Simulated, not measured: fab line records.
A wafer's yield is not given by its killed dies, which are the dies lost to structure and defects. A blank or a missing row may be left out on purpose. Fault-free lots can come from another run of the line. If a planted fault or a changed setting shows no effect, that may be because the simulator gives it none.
Matching of chambers + flow nand-harc + NHARC_A_STAIRCASE_ETCH_444 on rie-diel-11: 4 sister chambers
The step etches the open film in C4F8/O2, target depth 20400 nm, time 6800 s. 8 wafers are shown with their chamber, then 11 later ones without.

WAFERS PAIRED WITH THEIR CHAMBERS
| wafer  | chamber | rf-vpp-V (V) | rf-fwd-power-W (W) |
|--------|---------|--------------|--------------------|
| L081.3 | 1       | 812          | 597.7              |
| L083.5 | 1       | 811          | 600.0              |
| L085.3 | 3       | 805          | 599.1              |
| L085.4 | 2       | 810          | 599.5              |
| L089.1 | 2       | 810          | 599.5              |
| L089.2 | 0       | 810          | 597.7              |
| L089.5 | 0       | 810          | 599.7              |
| L088.1 | 3       | 806          | 601.6              |

WAFERS WHOSE CHAMBER IS MISSING
| wafer  | rf-vpp-V (V) | rf-fwd-power-W (W) |
|--------|--------------|--------------------|
| L088.2 | 810          | 599.5              |
| L088.3 | 811          | 603.5              |
| L091.1 | 810          | 598.6              |
| L091.3 | 808          | 603.9              |
| L091.5 | 811          | 600.0              |
| L094.3 | 809          | 599.3              |
| L094.4 | 810          | 596.9              |
| L094.6 | 809          | 598.1              |
| L096.2 | 808          | 598.3              |
| L096.3 | 810          | 597.2              |
| L096.6 | 809          | 599.4              |

CHAMBER TAKEN BY EACH
| wafer  | from the rows above          | in truth |
|--------|------------------------------|----------|
| L088.2 | can't be placed: 2 or 0      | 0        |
| L088.3 | can't be placed: 1 or 2 or 0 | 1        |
| L091.1 | can't be placed: 0 or 2      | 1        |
| L091.3 | can't be placed: 2 or 0 or 3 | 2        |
| L091.5 | can't be placed: 1 or 2 or 0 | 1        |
| L094.3 | can't be placed: 2 or 0      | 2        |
| L094.4 | can't be placed: 0 or 2      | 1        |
| L094.6 | can't be placed: 0 or 2      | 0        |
| L096.2 | can't be placed: 0 or 2 or 3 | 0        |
| L096.3 | can't be placed: 0 or 2      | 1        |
| L096.6 | can't be placed: 2 or 0      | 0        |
Correct placement for 0 of the 11. Cannot be placed on the basis of these rows: 11; the candidates contain the true chamber in 8. Wrongly placed: 0.
How it was worked out, from the rows above alone: a wafer's distance from a chamber is the root of the sum, over the readings, of the square of ((its reading less the chamber's mean) divided by the reading's scatter). The wafer belongs to the nearest chamber; if the next one is less than 2 further off, it can't be placed. The mean given for a chamber averages the wafers shown for that chamber. The scatter is the square root of a quotient: the sum, over the shown wafers, of each reading's squared deviation from its chamber's mean, divided by wafers minus chambers.
